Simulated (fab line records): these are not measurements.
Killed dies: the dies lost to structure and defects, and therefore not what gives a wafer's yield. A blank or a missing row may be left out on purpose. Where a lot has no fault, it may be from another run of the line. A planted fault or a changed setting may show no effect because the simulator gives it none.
The tool behind it: which one? | flow n5 finfet | 26 wafers from 9 lots sampled at 5 of the route's 1938 steps

## WHAT THE GAUGES SHOWED, per wafer
N5_SD_EPI_N_EPI_MEAS_23. Usual: thk nm 59.2 nm, standard deviation 1.2.
lot  | measured    | on            | thk nm (nm)    | flag
L658 | day 3 03:46 | film metro-01 | 59.4 58.2 58.3 |
L660 | day 3 16:27 | film metro-01 | 58.0 59.4 59.2 |
L669 | day 5 22:39 | film metro-01 | 59.5 58.4 58.8 |
L671 | day 6 11:07 | film metro-01 | 57.8 58.2      |
L672 | day 6 16:39 | film metro-01 | 59.2 59.6 57.5 |
L676 | day 7 16:48 | film metro-01 | 59.7 57.8 57.8 |
L677 | day 8 00:49 | film metro-02 | 57.7 57.2 58.7 |
L679 | day 8 14:52 | film metro-02 | 59.5 59.9 59.2 |
L681 | day 9 00:34 | film metro-02 | 60.6 59.0 59.3 |

N5_BEOL_M4_RC_MEAS_101. Usual: DIBL_N 36.6 mV/V, standard deviation 2.3; DIBL_P 36.3 mV/V, standard deviation 2.8; IOFF_N 0.17 nA/um, standard deviation 0.047; IOFF_P 0.22 nA/um, standard deviation 0.048; ION_N 676 uA/um, standard deviation 14; ION_P 463 uA/um, standard deviation 9.4; SS_N 71.6 mV/dec, standard deviation 0.84; SS_P 73.4 mV/dec, standard deviation 0.85; VT_N 249 mV, standard deviation 3.7; VT_P -249 mV, standard deviation 3.6.
lot  | measured     | on        | DIBL_N (mV/V)  | DIBL_P (mV/V)  | IOFF_N (nA/um) | IOFF_P (nA/um) | ION_N (uA/um) | ION_P (uA/um) | SS_N (mV/dec)  | SS_P (mV/dec)  | VT_N (mV)   | VT_P (mV)      | flag
L658 | day 7 23:09  | prober-02 | 35.1 34.6 37.2 | 32.6 33.7 37.4 | 0.15 0.13 0.18 | 0.18 0.18 0.24 | 667 679 674   | 461 470 467   | 72.0 70.9 71.3 | 73.0 71.8 73.8 | 249 253 248 | -249 -249 -248 |
L660 | day 8 04:20  | prober-02 | 39.8 37.6 38.7 | 40.1 37.1 38.1 | 0.27 0.19 0.21 | 0.34 0.26 0.27 | 711 672 676   | 485 471 470   | 72.3 71.8 71.5 | 74.3 73.2 73.4 | 239 248 245 | -244 -245 -247 |
L669 | day 10 12:43 | prober-02 | 36.1 36.9 37.1 | 35.7 35.5 34.7 | 0.15 0.17 0.17 | 0.18 0.18 0.16 | 656 689 647   | 448 466 437   | 71.1 71.6 73.2 | 72.7 73.2 72.6 | 253 248 253 | -253 -249 -255 |
L671 | day 11 04:08 | prober-01 | 38.1 40.1      | 37.2 40.0      | 0.17 0.22      | 0.21 0.27      | 655 697       | 447 473       | 72.1 72.7      | 73.7 74.5      | 251 247     | -252 -248      |
L672 | day 11 05:46 | prober-02 | 37.5 36.7 34.2 | 38.0 38.0 35.2 | 0.18 0.15 0.12 | 0.22 0.22 0.18 | 675 657 660   | 463 458 461   | 72.5 72.2 70.7 | 73.7 73.2 72.0 | 247 250 252 | -249 -250 -252 |
L676 | day 12 09:35 | prober-01 | 35.1 33.5 36.1 | 35.4 33.8 36.4 | 0.14 0.12 0.16 | 0.19 0.17 0.22 | 683 658 679   | 471 456 466   | 70.4 70.8 71.5 | 72.8 71.8 73.1 | 249 251 250 | -252 -252 -250 |
L677 | day 12 23:11 | prober-01 | 36.6 34.8 35.4 | 38.3 35.2 37.6 | 0.16 0.13 0.15 | 0.25 0.19 0.23 | 679 661 681   | 473 459 470   | 73.0 71.9 71.8 | 73.3 73.0 74.2 | 248 253 251 | -247 -253 -247 |
L679 | day 13 03:17 | prober-02 | 36.4 34.7 36.7 | 35.4 33.0 35.2 | 0.16 0.13 0.16 | 0.19 0.17 0.20 | 668 688 681   | 458 471 469   | 71.6 71.2 71.7 | 72.9 72.6 73.6 | 250 250 252 | -252 -251 -248 |
L681 | day 13 22:28 | prober-02 | 39.1 33.5 38.9 | 40.3 33.6 37.9 | 0.23 0.14 0.22 | 0.30 0.18 0.25 | 704 688 683   | 479 474 468   | 72.8 71.2 72.8 | 74.6 73.0 73.7 | 243 248 246 | -245 -249 -244 |

## WHICH TOOL RAN EACH LOT (tool, then ch and the chambers of the sampled wafers, then the start)
lot  | N5_SD_EPI_N_ETCH_34               | N5_SD_EPI_N_STRIP_38                | N5_SD_EPI_N_PRECLEAN_49
L658 | rie diel-01 ch 0,1,3, day 3 00:23 | plasma asher-01 ch 0,1, day 3 01:08 | remote plasma-02 ch 1, day 3 03:52
L660 | rie diel-01 ch 0,3, day 3 12:18   | plasma asher-02 ch 1, day 3 13:07   | remote plasma-02 ch 0, day 3 16:34
L669 | rie diel-02 ch 0,1,3, day 5 19:18 | plasma asher-01 ch 0,1, day 5 20:02 | remote plasma-02 ch 1, day 5 22:45
L671 | rie diel-02 ch 0,3, day 6 07:46   | plasma asher-02 ch 0,1, day 6 08:31 | remote plasma-01 ch 1, day 6 11:20
L672 | rie diel-01 ch 2,3, day 6 12:33   | plasma asher-02 ch 0,1, day 6 13:18 | remote plasma-01 ch 0, day 6 16:45
L676 | rie diel-03 ch 0,1,3, day 7 12:42 | plasma asher-02 ch 0,1, day 7 13:26 | remote plasma-01 ch 1, day 7 16:54
L677 | rie diel-03 ch 1,3, day 7 21:28   | plasma asher-02 ch 0,1, day 7 22:13 | remote plasma-01 ch 1, day 8 00:57
L679 | rie diel-01 ch 0,1,2, day 8 10:46 | plasma asher-02 ch 0,1, day 8 11:31 | remote plasma-01 ch 0, day 8 15:01
L681 | rie diel-01 ch 0,1,3, day 8 20:14 | plasma asher-01 ch 0,1, day 8 21:12 | remote plasma-01 ch 1, day 9 00:44
- N5_SD_EPI_N_ETCH_34: etches SiARC in CF4, target depth 45.5 nm, time 75.8 s.
- N5_SD_EPI_N_STRIP_38: strips in N2/H2.
- N5_SD_EPI_N_PRECLEAN_49: cleans in NF3:NH3, afs cycles 1, time 20 s, sublimation time 60 s.

## AS READ BY THE TOOLS THEMSELVES (means over the sampled wafers that have a number; for cases with no such wafer, the mark the record gives instead)
N5_SD_EPI_N_ETCH_34. Usual: bias w 35.99 W, standard deviation 0.1; drypump motor current A 5.7 A, standard deviation 0.41; etch rf on time s 77 s, standard deviation 3.5; oes product au 0.66 a.u., standard deviation 0.08; rf vpp V 183.9 V, standard deviation 1.2; showerhead plenum p Torr 2.13 Torr, standard deviation 0.084; throttle valve pct 15.64 %, standard deviation 0.24.
lot  | tool        | bias w (W) | drypump motor current A (A) | etch rf on time s (s) | oes product au (a.u.) | rf vpp V (V) | showerhead plenum p Torr (Torr) | throttle valve pct (%) | flag
L658 | rie diel-01 | 36.01      | 5.9                         | 77                    | 0.64                  | 185.0        | 2.20                            | 15.73                  |
L660 | rie diel-01 | 36.15      | 5.8                         | 75                    | 0.63                  | 185.4        | 2.23                            | 15.90                  |
L669 | rie diel-02 | 36.02      | 5.8                         | 77                    | 0.64                  | 183.0        | 2.08                            | 15.67                  |
L671 | rie diel-02 | 35.98      | 5.7                         | 76                    | 0.68                  | 184.1        | 2.10                            | 15.61                  |
L672 | rie diel-01 | 36.08      | 5.4                         | 73                    | 0.73                  | 183.3        | 2.12                            | 15.46                  |
L676 | rie diel-03 | 35.97      | 5.9                         | 78                    | 0.63                  | 183.7        | 2.10                            | 15.54                  |
L677 | rie diel-03 | 36.05      | 6.1                         | 77                    | 0.63                  | 184.7        | 2.13                            | 15.46                  |
L679 | rie diel-01 | 35.94      | 5.6                         | 78                    | 0.66                  | 184.3        | 2.14                            | 15.54                  |
L681 | rie diel-01 | 36.02      | 5.9                         | 78                    | 0.61                  | 184.3        | 2.18                            | 15.83                  |

N5_SD_EPI_N_STRIP_38. Usual: drypump motor current A 5.7 A, standard deviation 0.47; heater power w 365 W, standard deviation 27; oes product au 0.761 a.u., standard deviation 0.0097.
lot  | tool            | drypump motor current A (A) | heater power w (W) | oes product au (a.u.) | flag
L658 | plasma asher-01 | 5.3                         | 379                | 0.763                 |
L660 | plasma asher-02 | 6.3                         | 360                | 0.765                 |
L669 | plasma asher-01 | 5.2                         | 398                | 0.763                 |
L671 | plasma asher-02 | 6.0                         | 352                | 0.766                 |
L672 | plasma asher-02 | 5.9                         | 346                | 0.761                 |
L676 | plasma asher-02 | 6.1                         | 354                | 0.757                 |
L677 | plasma asher-02 | 6.1                         | 353                | 0.763                 |
L679 | plasma asher-02 | 5.9                         | 358                | 0.753                 |
L681 | plasma asher-01 | 5.3                         | 390                | 0.759                 |

## THE ANSWER, worked out from the rows above alone
Rule: take the mean of a lot's wafers that have a number; if it is more than 3 standard deviations from the usual mean, the lot is off. A lot without any number at a reading at which 4 lots or more have one is off too. The other lots that the step has rows for count as sound. Order of review: gauges by route order, followed by the tools' own readings, for which a lot's mean as printed above is used. The first step at which some lot is off is used, and at that step the reading that is off furthest; a lot without a number counts as furthest.
Across all readings shown, no lot is off: no conclusion can be drawn from this.

## WHAT THE SIMULATOR PUT IN
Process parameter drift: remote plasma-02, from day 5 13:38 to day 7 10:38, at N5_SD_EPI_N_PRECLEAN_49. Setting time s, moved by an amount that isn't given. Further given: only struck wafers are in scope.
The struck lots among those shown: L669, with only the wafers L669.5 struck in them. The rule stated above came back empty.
